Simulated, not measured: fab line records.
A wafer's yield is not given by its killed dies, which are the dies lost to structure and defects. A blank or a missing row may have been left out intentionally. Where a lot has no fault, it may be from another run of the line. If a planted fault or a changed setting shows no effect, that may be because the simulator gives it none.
A struck lot beside a sound one | flow nand harc | 14 out of 1159 route steps
Sound: these wafers, L879.4, L879.5, L879.6. Struck: wafer L866.5. (L866.2, L866.4 of the same lot were not struck and are left out.) The cause comes at the end.
For every step that has rows: the tool of each side, followed by ch and its chambers, followed by its first start. Under that, the readings that differ: sound wafers | struck wafers | difference of the means | sigmas: that difference in standard deviations of wafers without a fault.
alike: readings whose means differ by less than 2 such deviations, and words and numbers that are the same on both sides. not compared: withheld readings, readings that some wafer has no value for, bounds like >300 that may hide the same value, and numbers for which the record gives no deviation and whose values overlap.
The two part at a step that has a row with sigmas, a row that says differs or no value, or rows on one side only. Non-overlapping numbers with no deviation appear without sigmas and do not part them. A reading that every wafer of one side lacks parts them only if that side has two wafers or more.

first, 1 step without rows for these wafers: NHARC_A_ONON_D1_DEP_03 (target thk 1000 nm).
NHARC_A_ONON_D1_THK_MEAS_05: measures by ellipsometry.
  sound on film metro-01, day 12 07:13; struck on film metro-02, day 9 20:44
  reading     | sound       | struck | difference | sigmas
  thk nm (nm) | 979 979 978 | 1009   | +30        | +3
following that, 1 step holds no rows for these wafers, namely NHARC_A_ONON_D1_DEP_06 (target thickness 1000 nm).
NHARC_A_ONON_D1_THK_MEAS_08: measures by ellipsometry.
  sound on film metro-02, day 12 07:47; struck on film metro-02, day 9 21:18
  alike: thk nm
following that, 1 step holds no rows for these wafers, namely NHARC_A_ONON_D1_DEP_09 (target thickness 1000 nm).
NHARC_A_ONON_D1_THK_MEAS_11: measures by ellipsometry.
  sound on film metro-01, day 12 08:20; struck on film metro-01, day 9 21:52
  alike: thk nm
following that, 1 step holds no rows for these wafers, namely NHARC_A_ONON_D1_DEP_12 (target thickness 1000 nm).
NHARC_A_ONON_D1_THK_MEAS_14: measures by ellipsometry.
  sound on film metro-02, day 12 08:55; struck on film metro-02, day 9 22:26
  alike: thk nm
then, 2 steps without rows for these wafers: NHARC_A_ONON_D1_ANNEAL_15 (time 3600 s); NHARC_A_ONON_D1_DEP_16 (target thk 1000 nm).
NHARC_A_ONON_D1_THK_MEAS_18: measures by ellipsometry.
  sound on film metro-01, day 12 16:31; struck on film metro-02, day 10 05:31
  reading     | sound          | struck | difference | sigmas
  thk nm (nm) | 1020 1019 1020 | 987    | -33        | -3
NHARC_A_ONON_D1_DEP_19: target thk 1000 nm.
  sound on pecvd onon-02 ch 0, day 12 16:52; struck on pecvd onon-02 ch 0, day 10 05:38
NHARC_A_ONON_D1_THK_MEAS_21: measures by ellipsometry.
  sound on film metro-02, day 12 17:13; struck on film metro-02, day 10 06:05
  reading     | sound          | struck | difference | sigmas
  thk nm (nm) | 1010 1011 1012 | 912    | -99        | -9
following that, 1 step holds no rows for these wafers, namely NHARC_A_ONON_D1_DEP_22 (target thickness 1000 nm).

## WHERE THEY PART
Earliest at NHARC_A_ONON_D1_THK_MEAS_05; latest, in this record, at NHARC_A_ONON_D1_THK_MEAS_21.

WHY: what the simulator had put in
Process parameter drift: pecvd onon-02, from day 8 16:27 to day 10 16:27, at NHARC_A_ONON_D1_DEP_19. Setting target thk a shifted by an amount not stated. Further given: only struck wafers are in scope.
